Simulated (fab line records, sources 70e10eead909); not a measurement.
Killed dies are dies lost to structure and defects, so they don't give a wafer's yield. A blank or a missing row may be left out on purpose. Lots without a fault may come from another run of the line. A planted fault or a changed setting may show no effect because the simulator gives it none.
Which tool did it? | flow nand_harc | 13 lots, 39 wafers sampled, at 4 steps of a route of 1159

WHAT THE GAUGES READ, wafer by wafer
The record holds no reading of a measuring or inspecting step that can be judged against a usual standard deviation.

WHICH TOOL RAN EACH LOT (tool, then ch and the chambers of the sampled wafers, then the start)
lot  | NHARC_A_CONTACT_ETCH_89                       | NHARC_A_CONTACT_ETCH_98                       | NHARC_A_CONTACT_ALD_18              | NHARC_A_CONTACT_CVD_19
L407 | rie_diel-03 ch 0,1, day 16 17:42 or earlier   | rie_diel-03 ch 0,1,2, day 16 17:42 or earlier | ald_metal-03 ch 1,3, day 16 17:42   | cvd_w-01 ch 0,1, no start
L408 | rie_diel-03 ch 0,2, day 17 05:44 or earlier   | rie_diel-06 ch 0,1,2, day 17 05:44 or earlier | ald_metal-02 ch 0,2,3, day 17 05:44 | cvd_w-01 ch 0,1, no start
L410 | rie_diel-06 ch 0,1,3, day 17 08:31 or earlier | rie_diel-08 ch 2,3, day 17 08:31 or earlier   | ald_metal-03 ch 0,1,3, day 17 08:31 | cvd_w-01 ch 0,1, no start
L409 | rie_diel-06 ch 0,1,2, day 17 16:46 or earlier | rie_diel-08 ch 0,1,2, day 17 16:46 or earlier | ald_metal-04 ch 0,1,3, day 17 16:46 | cvd_w-01 ch 0, no start
L412 | rie_diel-06 ch 1,2, day 17 21:58 or earlier   | rie_diel-08 ch 1,3, day 17 21:58 or earlier   | ald_metal-02 ch 0,1,3, day 17 21:58 | cvd_w-02 ch 0, no start
L411 | rie_diel-03 ch 1,3, day 18 00:44 or earlier   | rie_diel-03 ch 2,3, day 18 00:44 or earlier   | ald_metal-03 ch 0,1,2, day 18 00:44 | cvd_w-02 ch 0,1, no start
L413 | rie_diel-03 ch 1,3, day 18 03:19 or earlier   | rie_diel-08 ch 0,1,2, day 18 03:19 or earlier | ald_metal-03 ch 0,1,2, day 18 03:19 | cvd_w-01 ch 1, no start
L414 | rie_diel-03 ch 0,2,3, day 18 18:51 or earlier | rie_diel-08 ch 2,3, day 18 18:51              | ald_metal-02 ch 1,2,3, day 18 20:55 | cvd_w-01 ch 0,1, no start
L420 | rie_diel-08 ch 1,3, day 20 13:39 or earlier   | rie_diel-06 ch 0,1,3, day 20 13:39 or earlier | ald_metal-04 ch 1,2,3, day 20 13:39 | cvd_w-02 ch 0,1, no start
L422 | rie_diel-08 ch 1,3, day 20 17:38 or earlier   | rie_diel-08 ch 0,1, day 20 17:38              | ald_metal-04 ch 0,1,2, day 20 18:47 | cvd_w-02 ch 0,1, no start
L427 | rie_diel-06 ch 0,3, day 21 19:36 or earlier   | rie_diel-06 ch 0,3, day 21 19:36              | ald_metal-02 ch 0,1,3, day 21 20:41 | cvd_w-02 ch 0,1, no start
L428 | rie_diel-03 ch 0,1, day 22 07:41 or earlier   | rie_diel-08 ch 0,2,3, day 22 07:41 or earlier | ald_metal-03 ch 0,1,2, day 22 07:41 | cvd_w-02 ch 0,1, no start
L430 | rie_diel-08 ch 0,1,2, day 22 22:39 or earlier | rie_diel-03 ch 0,1, day 22 22:39 or earlier   | ald_metal-02 ch 2,3, day 22 22:39   | cvd_w-01 ch 0,1, no start
- NHARC_A_CONTACT_ETCH_89: etches the open film in N2/H2, target depth 260 nm, time 475.3 s.
- NHARC_A_CONTACT_ETCH_98: etches the open film in C4F6/O2, target depth 20 nm, time 10 s.
- NHARC_A_CONTACT_ALD_18: deposits TiN, target thk 3 nm, pulse time 1 s, ald cycles 150.
- NHARC_A_CONTACT_CVD_19: deposits W, target thk 300 nm, time 802 s.

WHAT THE TOOLS THEMSELVES READ (means of the sampled wafers that have a number; where no wafer has one, the mark that the record gives instead)
NHARC_A_CONTACT_ETCH_89. Usual: drypump_motor_current_A 5.9 A, standard deviation 0.39; oes_product_au 1.005 a.u., standard deviation 0.012; rf_vpp_V 428.7 V, standard deviation 1.7; showerhead_plenum_p_Torr 1.97 Torr, standard deviation 0.056; throttle_valve_pct 14.171 %, standard deviation 0.0092.
lot  | tool        | drypump_motor_current_A (A) | oes_product_au (a.u.) | rf_vpp_V (V) | showerhead_plenum_p_Torr (Torr) | throttle_valve_pct (%) | flag
L407 | rie_diel-03 | 6.3                         | 0.994                 | 426.4        | 1.91                            | 14.168                 |
L408 | rie_diel-03 | 5.9                         | 1.007                 | 427.1        | 1.91                            | 14.161                 |
L410 | rie_diel-06 | 5.7                         | 1.005                 | 429.9        | 2.02                            | 14.179                 |
L409 | rie_diel-06 | 6.0                         | 1.004                 | 429.8        | 1.99                            | 14.163                 |
L412 | rie_diel-06 | 6.0                         | 1.003                 | 429.2        | 2.01                            | 14.166                 |
L411 | rie_diel-03 | 5.5                         | 1.016                 | 428.5        | 1.97                            | 14.162                 |
L413 | rie_diel-03 | 5.5                         | 1.015                 | 429.3        | 1.97                            | 14.174                 |
L414 | rie_diel-03 | 5.8                         | 1.002                 | 427.5        | 1.93                            | 14.172                 |
L420 | rie_diel-08 | 5.7                         | 0.997                 | 428.5        | 1.96                            | 14.167                 |
L422 | rie_diel-08 | 5.8                         | 1.000                 | 428.0        | 1.95                            | 14.171                 |
L427 | rie_diel-06 | 5.7                         | 1.005                 | 429.4        | 2.04                            | 14.171                 |
L428 | rie_diel-03 | 6.3                         | 0.998                 | 426.6        | 1.90                            | 14.174                 |
L430 | rie_diel-08 | 6.2                         | 1.003                 | 428.6        | 1.96                            | 14.168                 |

NHARC_A_CONTACT_ETCH_98. Usual: drypump_motor_current_A 5.9 A, standard deviation 0.38; oes_product_au 0.960 a.u., standard deviation 0.021; rf_vpp_V 544.8 V, standard deviation 2.2; showerhead_plenum_p_Torr 3.83 Torr, standard deviation 0.094; throttle_valve_pct 26.904 %, standard deviation 0.0096.
lot  | tool        | drypump_motor_current_A (A) | oes_product_au (a.u.) | rf_vpp_V (V) | showerhead_plenum_p_Torr (Torr) | throttle_valve_pct (%) | flag
L407 | rie_diel-03 | 6.0                         | 0.962                 | 543.0        | 3.71                            | 26.903                 |
L408 | rie_diel-06 | 6.1                         | 0.968                 | 544.9        | 3.85                            | 26.900                 |
L410 | rie_diel-08 | 5.9                         | 0.964                 | 545.8        | 3.85                            | 26.899                 |
L409 | rie_diel-08 | 6.2                         | 1.001                 | 544.4        | 3.81                            | 26.898                 |
L412 | rie_diel-08 | 5.7                         | 0.934                 | 544.5        | 3.79                            | 26.908                 |
L411 | rie_diel-03 | 5.4                         | 0.966                 | 544.1        | 3.78                            | 26.896                 |
L413 | rie_diel-08 | 6.2                         | 0.945                 | 544.5        | 3.81                            | 26.899                 |
L414 | rie_diel-08 | 5.8                         | 0.952                 | 545.2        | 3.85                            | 26.907                 |
L420 | rie_diel-06 | 5.8                         | 0.949                 | 545.3        | 3.88                            | 26.906                 |
L422 | rie_diel-08 | 6.0                         | 0.951                 | 542.3        | 3.74                            | 26.904                 |
L427 | rie_diel-06 | 5.9                         | 0.977                 | 544.7        | 3.86                            | 26.904                 |
L428 | rie_diel-08 | 6.1                         | 0.955                 | 543.7        | 3.80                            | 26.894                 |
L430 | rie_diel-03 | 6.3                         | 0.974                 | 541.3        | 3.67                            | 26.902                 |

NHARC_A_CONTACT_ALD_18. Usual: heater_power_w 1080 W, standard deviation 88; precursor_pulse_height_rel 1.001, standard deviation 0.019.
lot  | tool         | heater_power_w (W) | precursor_pulse_height_rel | flag
L407 | ald_metal-03 | 1065               | 0.997                      |
L408 | ald_metal-02 | 1093               | 1.006                      |
L410 | ald_metal-03 | 998                | 1.014                      |
L409 | ald_metal-04 | 1026               | 0.990                      |
L412 | ald_metal-02 | 1124               | 1.015                      |
L411 | ald_metal-03 | 964                | 1.002                      |
L413 | ald_metal-03 | 950                | 1.008                      |
L414 | ald_metal-02 | 1173               | 1.014                      |
L420 | ald_metal-04 | 1118               | 1.011                      |
L422 | ald_metal-04 | 1022               | 1.005                      |
L427 | ald_metal-02 | 1103               | 0.998                      |
L428 | ald_metal-03 | 990                | 1.006                      |
L430 | ald_metal-02 | 1154               | 1.003                      |

NHARC_A_CONTACT_CVD_19. Usual: heater_power_w 505 W, standard deviation 73; throttle_valve_pct 8.0 %, standard deviation 0.33.
lot  | tool     | heater_power_w (W) | throttle_valve_pct (%) | flag
L407 | cvd_w-01 | 445                | 8.1                    |
L408 | cvd_w-01 | 450                | 8.1                    |
L410 | cvd_w-01 | 452                | 8.2                    |
L409 | cvd_w-01 | 453                | 7.6                    |
L412 | cvd_w-02 | 610                | 8.2                    |
L411 | cvd_w-02 | 564                | 8.0                    |
L413 | cvd_w-01 | 448                | 8.2                    |
L414 | cvd_w-01 | 452                | 8.0                    |
L420 | cvd_w-02 | 516                | 7.9                    |
L422 | cvd_w-02 | 518                | 7.9                    |
L427 | cvd_w-02 | 566                | 8.1                    |
L428 | cvd_w-02 | 575                | 8.0                    |
L430 | cvd_w-01 | 463                | 7.9                    |

THE ANSWER, worked out from the rows above alone
Rule: a lot is off if the mean of its wafers that have a number lies more than 3 standard deviations from the usual mean. A lot without any number at a reading at which 4 lots or more have one is off too. The other lots that the step has rows for count as sound. The gauges are gone through in route order, then the tools' own readings, and for those a lot's mean is taken as printed above. The first step at which some lot is off is used, and at that step the reading that is off furthest; a lot without a number counts as furthest.
No lot is off at any reading shown: from this, nothing can be told.

WHAT THE SIMULATOR HAD PUT IN
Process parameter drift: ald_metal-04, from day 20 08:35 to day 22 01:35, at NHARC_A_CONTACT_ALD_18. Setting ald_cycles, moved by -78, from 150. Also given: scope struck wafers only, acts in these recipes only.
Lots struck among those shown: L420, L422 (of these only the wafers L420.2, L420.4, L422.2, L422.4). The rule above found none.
